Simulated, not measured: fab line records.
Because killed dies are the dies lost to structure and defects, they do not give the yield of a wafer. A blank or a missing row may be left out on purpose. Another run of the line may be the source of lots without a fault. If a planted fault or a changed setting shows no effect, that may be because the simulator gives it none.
Which tool did it? ; flow n5Finfet ; 24 lots, 72 wafers sampled, at 5 steps of a route of 1938

## WHAT THE GAUGES READ, wafer by wafer
N5_BEOL_M12_CD_MEAS_28 targets a cd of 160.2 nm. Usual: cdNm at 161.3 nm, with a standard deviation of 1.9.
lot;measured;on;cdNm (nm);flag
L074;day 10 13:58;cdSem-01;163.8 160.8 160.0;
L075;day 10 16:45;cdSem-01;165.1 160.0 163.0;
L077;day 11 05:05;cdSem-02;159.3 162.2 158.7;
L076;day 11 08:39;cdSem-01;161.9 158.3 161.4;
L079;day 11 08:55;cdSem-03;158.0 162.8 162.3;
L078;day 11 19:07;cdSem-03;161.6 161.0 160.9;
L080;day 12 04:58;cdSem-03;158.5 157.4 162.2;
L083;day 12 12:49;cdSem-01;163.3 160.4 159.3;
L081;day 12 16:49;cdSem-01;161.1 160.0 159.9;
L082;day 12 21:13;cdSem-02;161.5 164.2 162.9;
L084;day 13 07:52;cdSem-01;161.3 160.1 162.0;
L085;day 13 16:16;cdSem-01;160.4 162.2 157.9;
L086;day 14 08:03;cdSem-03;162.1 160.7 159.5;
L089;day 14 10:21;cdSem-03;162.0 161.4 158.0;
L087;day 14 10:55;cdSem-01;159.4 161.9 160.8;
L088;day 14 13:39;cdSem-03;163.0 161.5 159.5;
L090;day 15 03:30;cdSem-03;161.7 161.0 161.6;
L091;day 15 13:21;cdSem-03;163.3 163.6 163.0;
L094;day 15 18:47;cdSem-01;161.0 157.8 163.1;
L093;day 16 03:08;cdSem-01;160.2 159.7 160.5;
L095;day 16 07:02;cdSem-03;160.9 162.2 161.9;
L092;day 16 15:25;cdSem-02;163.6 161.4 162.1;
L096;day 16 19:28;cdSem-03;161.5 163.5 164.0;
L097;day 17 16:39;cdSem-03;162.7 158.0 162.9;

## TOOL THAT RAN EACH LOT (tool first, then ch and the chambers of the sampled wafers, then the start)
lot;N5_BEOL_M10_SPUTTER_48;N5_BEOL_M11_ETCH_61;N5_BEOL_M11_SPUTTER_48;N5_BEOL_M12_STRIP_64
L074;pvdSputter-01, day 10 01:14;rieDiel-03 ch 0,2, day 10 05:33;pvdSputter-01, day 10 11:19;plasmaAsher-01 ch 0,1, day 10 13:27
L075;pvdSputter-03, day 10 04:37;rieDiel-06 ch 0,1,3, day 10 10:44;pvdSputter-03, day 10 14:23;plasmaAsher-01 ch 0,1, day 10 16:16
L077;pvdSputter-02, day 10 18:29;rieDiel-03 ch 0,1,2, day 10 21:51;pvdSputter-02, day 11 02:17;plasmaAsher-01 ch 0,1, day 11 04:38
L076;pvdSputter-02, day 10 21:25;rieDiel-04 ch 0,3, day 11 00:58;pvdSputter-02, day 11 06:02;plasmaAsher-01 ch 0,1, day 11 08:04
L079;pvdSputter-01, day 11 00:02;rieDiel-04 ch 1,2,3, day 11 02:46;pvdSputter-02, day 11 06:30;plasmaAsher-01 ch 0,1, day 11 08:27
L078;pvdSputter-02, day 11 07:07;rieDiel-03 ch 0,1, day 11 10:23;pvdSputter-01, day 11 16:14;plasmaAsher-01 ch 1, day 11 18:31
L080;pvdSputter-03, day 11 20:50;rieDiel-04 ch 1,2,3, day 12 00:05;pvdSputter-02, day 12 02:36;plasmaAsher-01 ch 0,1, day 12 04:29
L083;pvdSputter-03, day 12 00:55;rieDiel-06 ch 0,2,3, day 12 06:10;pvdSputter-01, day 12 10:20;plasmaAsher-02 ch 0,1, day 12 12:13
L081;pvdSputter-03, day 12 01:08;rieDiel-06 ch 1,3, day 12 06:25;pvdSputter-02, day 12 13:43;plasmaAsher-02 ch 0,1, day 12 16:20
L082;pvdSputter-02, day 12 09:36;rieDiel-04 ch 1,2,3, day 12 13:41;pvdSputter-01, day 12 18:40;plasmaAsher-02 ch 0,1, day 12 20:37
L084;pvdSputter-02, day 12 20:40;rieDiel-03 ch 2, day 13 00:51;pvdSputter-01, day 13 04:49;plasmaAsher-02 ch 0, day 13 07:16
L085;pvdSputter-01, day 13 04:37;rieDiel-03 ch 0,1,2, day 13 07:52;pvdSputter-01, day 13 13:40;plasmaAsher-02 ch 0,1, day 13 15:40
L086;pvdSputter-03, day 13 19:21;rieDiel-03 ch 0,1,3, day 14 01:00;pvdSputter-01, day 14 05:19;plasmaAsher-02 ch 0,1, day 14 07:28
L089;pvdSputter-01, day 14 00:22;rieDiel-06 ch 0,1,2, day 14 03:47;pvdSputter-01, day 14 07:44;plasmaAsher-01 ch 0, day 14 09:44
L087;pvdSputter-01, day 14 00:41;rieDiel-03 ch 0,1,2, day 14 04:05;pvdSputter-02, day 14 08:32;plasmaAsher-01 ch 0,1, day 14 10:26
L088;pvdSputter-03, day 14 03:42;rieDiel-03 ch 2,3, day 14 06:38;pvdSputter-02, day 14 10:32;plasmaAsher-02 ch 0,1, day 14 13:12
L090;pvdSputter-03, day 14 18:00;rieDiel-06 ch 0,1,2, day 14 21:19;pvdSputter-01, day 15 00:50;plasmaAsher-02 ch 0,1, day 15 02:55
L091;pvdSputter-03, day 15 01:01;rieDiel-04 ch 1,2, day 15 06:42;pvdSputter-02, day 15 10:50;plasmaAsher-01 ch 0,1, day 15 12:46
L094;pvdSputter-01, day 15 10:14;rieDiel-03 ch 1,2, day 15 13:26;pvdSputter-03, day 15 16:19;plasmaAsher-01 ch 0,1, day 15 18:19
L093;pvdSputter-01, day 15 15:00;rieDiel-03 ch 2,3, day 15 19:37;pvdSputter-03, day 16 00:04;plasmaAsher-02 ch 1, day 16 02:40
L095;pvdSputter-02, day 15 19:07;rieDiel-04 ch 0,2, day 15 23:44;pvdSputter-03, day 16 04:38;plasmaAsher-01 ch 0,1, day 16 06:34
L092;pvdSputter-03, day 16 04:49;rieDiel-03 ch 0,2,3, day 16 08:59;pvdSputter-02, day 16 12:56;plasmaAsher-01 ch 0,1, day 16 14:49
L096;pvdSputter-03, day 16 08:31;rieDiel-06 ch 1,3, day 16 12:20;pvdSputter-01, day 16 16:58;plasmaAsher-01 ch 0,1, day 16 18:58
L097;pvdSputter-03, day 17 05:53;rieDiel-03 ch 0,2, day 17 10:36;pvdSputter-02, day 17 13:58;plasmaAsher-01 ch 0,1, day 17 16:01
- N5_BEOL_M10_SPUTTER_48: material Cu, target thk 12 nm, time 2 s.
- N5_BEOL_M11_ETCH_61: etches SiARC in CF4, target depth 39 nm, time 65 s.
- N5_BEOL_M11_SPUTTER_48: material Cu, target thk 12 nm, time 2 s.
- N5_BEOL_M12_STRIP_64: strips in N2/H2.

## AS READ BY THE TOOLS THEMSELVES (means over the sampled wafers that have a number; for cases with no such wafer, the mark the record gives instead)
N5_BEOL_M10_SPUTTER_48. Usual: throttleValvePct at 29.9 %, with a standard deviation of 0.81.
lot;tool;throttleValvePct (%);flag
L074;pvdSputter-01;29.8;
L075;pvdSputter-03;30.3;
L077;pvdSputter-02;29.3;
L076;pvdSputter-02;29.1;
L079;pvdSputter-01;30.1;
L078;pvdSputter-02;30.2;
L080;pvdSputter-03;30.2;
L083;pvdSputter-03;29.6;
L081;pvdSputter-03;30.0;
L082;pvdSputter-02;30.1;
L084;pvdSputter-02;30.3;
L085;pvdSputter-01;30.0;
L086;pvdSputter-03;30.1;
L089;pvdSputter-01;29.4;
L087;pvdSputter-01;29.7;
L088;pvdSputter-03;30.1;
L090;pvdSputter-03;29.8;
L091;pvdSputter-03;29.9;
L094;pvdSputter-01;29.9;
L093;pvdSputter-01;29.8;
L095;pvdSputter-02;29.9;
L092;pvdSputter-03;29.8;
L096;pvdSputter-03;30.4;
L097;pvdSputter-03;29.9;

N5_BEOL_M11_ETCH_61. Usual: drypumpMotorCurrentA 5.9 A, standard deviation 0.36; etchRfOnTimeS 64.6 s, standard deviation 2.4; oesProductAu 0.70 a.u., standard deviation 0.074; rfVppV 183.9 V, standard deviation 1.4; showerheadPlenumPTorr 2.13 Torr, standard deviation 0.085; throttleValvePct 15.53 %, standard deviation 0.28.
lot;tool;drypumpMotorCurrentA (A);etchRfOnTimeS (s);oesProductAu (a.u.);rfVppV (V);showerheadPlenumPTorr (Torr);throttleValvePct (%);flag
L074;rieDiel-03;6.1;61.7;0.78;183.6;2.16;15.54;
L075;rieDiel-06;5.9;64.5;0.66;183.1;2.07;15.75;
L077;rieDiel-03;6.0;63.5;0.73;183.5;2.11;15.62;
L076;rieDiel-04;5.5;64.4;0.64;182.9;2.03;15.45;
L079;rieDiel-04;5.9;66.7;0.68;184.0;2.13;15.46;
L078;rieDiel-03;5.7;62.5;0.66;183.6;2.09;15.88;
L080;rieDiel-04;5.9;67.0;0.67;183.3;2.13;15.47;
L083;rieDiel-06;5.8;64.8;0.74;184.8;2.19;15.46;
L081;rieDiel-06;6.1;64.9;0.69;183.8;2.09;15.69;
L082;rieDiel-04;6.0;67.4;0.66;183.9;2.13;15.48;
L084;rieDiel-03;6.6;63.7;0.78;183.4;2.11;15.18;
L085;rieDiel-03;6.0;62.6;0.71;184.2;2.11;15.65;
L086;rieDiel-03;5.6;63.5;0.70;184.0;2.16;15.63;
L089;rieDiel-06;5.8;63.6;0.75;184.8;2.18;15.45;
L087;rieDiel-03;6.0;63.3;0.70;183.7;2.10;15.66;
L088;rieDiel-03;5.8;64.3;0.77;185.9;2.21;15.14;
L090;rieDiel-06;5.8;65.0;0.74;185.0;2.18;15.46;
L091;rieDiel-04;6.2;69.2;0.63;185.7;2.20;15.57;
L094;rieDiel-03;5.9;62.3;0.66;182.8;2.05;15.75;
L093;rieDiel-03;5.9;64.4;0.75;184.9;2.21;15.16;
L095;rieDiel-04;5.8;66.2;0.69;183.4;2.13;15.54;
L092;rieDiel-03;6.0;63.7;0.73;185.6;2.18;15.40;
L096;rieDiel-06;6.0;65.1;0.64;183.2;2.07;15.79;
L097;rieDiel-03;6.0;63.5;0.70;182.5;2.15;15.64;

N5_BEOL_M11_SPUTTER_48. Usual: throttleValvePct at 29.9 %, with a standard deviation of 0.92.
lot;tool;throttleValvePct (%);flag
L074;pvdSputter-01;29.5;
L075;pvdSputter-03;29.9;
L077;pvdSputter-02;30.6;
L076;pvdSputter-02;29.9;
L079;pvdSputter-02;29.1;
L078;pvdSputter-01;29.9;
L080;pvdSputter-02;29.9;
L083;pvdSputter-01;29.7;
L081;pvdSputter-02;30.4;
L082;pvdSputter-01;30.1;
L084;pvdSputter-01;30.3;
L085;pvdSputter-01;30.1;
L086;pvdSputter-01;29.6;
L089;pvdSputter-01;30.2;
L087;pvdSputter-02;29.4;
L088;pvdSputter-02;29.2;
L090;pvdSputter-01;29.7;
L091;pvdSputter-02;29.1;
L094;pvdSputter-03;29.6;
L093;pvdSputter-03;30.3;
L095;pvdSputter-03;29.8;
L092;pvdSputter-02;29.3;
L096;pvdSputter-01;30.3;
L097;pvdSputter-02;30.2;

N5_BEOL_M12_STRIP_64. Usual: drypumpMotorCurrentA 5.6 A, standard deviation 0.3; h2FlowSccm 3249 sccm, standard deviation 9.7; heaterPowerW 356 W, standard deviation 10; oesProductAu 0.715 a.u., standard deviation 0.0045; stripTimeToEndpointS 31.32 s, standard deviation 0.086.
lot;tool;drypumpMotorCurrentA (A);h2FlowSccm (sccm);heaterPowerW (W);oesProductAu (a.u.);stripTimeToEndpointS (s);flag
L074;plasmaAsher-01;5.3;3250;366;0.718;31.40;
L075;plasmaAsher-01;5.4;3248;357;0.715;31.21;
L077;plasmaAsher-01;5.4;3256;364;0.717;31.22;
L076;plasmaAsher-01;5.4;3239;364;0.712;31.43;
L079;plasmaAsher-01;5.4;3243;352;0.716;31.20;
L078;plasmaAsher-01;5.5;3260;357;0.715;31.46;
L080;plasmaAsher-01;5.4;3245;362;0.716;31.30;
L083;plasmaAsher-02;5.8;3252;346;0.715;31.26;
L081;plasmaAsher-02;6.0;3245;349;0.712;31.23;
L082;plasmaAsher-02;5.8;3249;347;0.713;31.24;
L084;plasmaAsher-02;5.7;3263;337;0.714;31.32;
L085;plasmaAsher-02;6.0;3242;353;0.713;31.34;
L086;plasmaAsher-02;5.8;3242;344;0.713;31.27;
L089;plasmaAsher-01;5.3;3239;358;0.714;31.35;
L087;plasmaAsher-01;5.4;3260;359;0.716;31.40;
L088;plasmaAsher-02;6.0;3251;353;0.714;31.37;
L090;plasmaAsher-02;5.9;3255;344;0.715;31.40;
L091;plasmaAsher-01;5.4;3248;354;0.714;31.30;
L094;plasmaAsher-01;5.4;3247;358;0.716;31.42;
L093;plasmaAsher-02;6.1;3245;354;0.718;31.29;
L095;plasmaAsher-01;5.4;3250;367;0.715;31.42;
L092;plasmaAsher-01;5.4;3245;361;0.713;31.42;
L096;plasmaAsher-01;5.4;3256;361;0.718;31.33;
L097;plasmaAsher-01;5.4;3247;366;0.711;31.32;

## THE ANSWER, worked out from the rows above alone
Rule: a lot is off if the mean of its wafers that have a number lies more than 3 standard deviations from the usual mean. Also off: a lot with no number at a reading for which 4 or more lots have one. The other lots that the step has rows for count as sound. First the gauges in route order, then the tools' own readings, where a lot's mean is used as printed above. At the first step where some lot is off, the reading lying furthest off is the one used; lots without a number count as furthest.
None of the lots is off at any reading shown; this tells nothing.

## WHAT WAS PUT IN BY THE SIMULATOR
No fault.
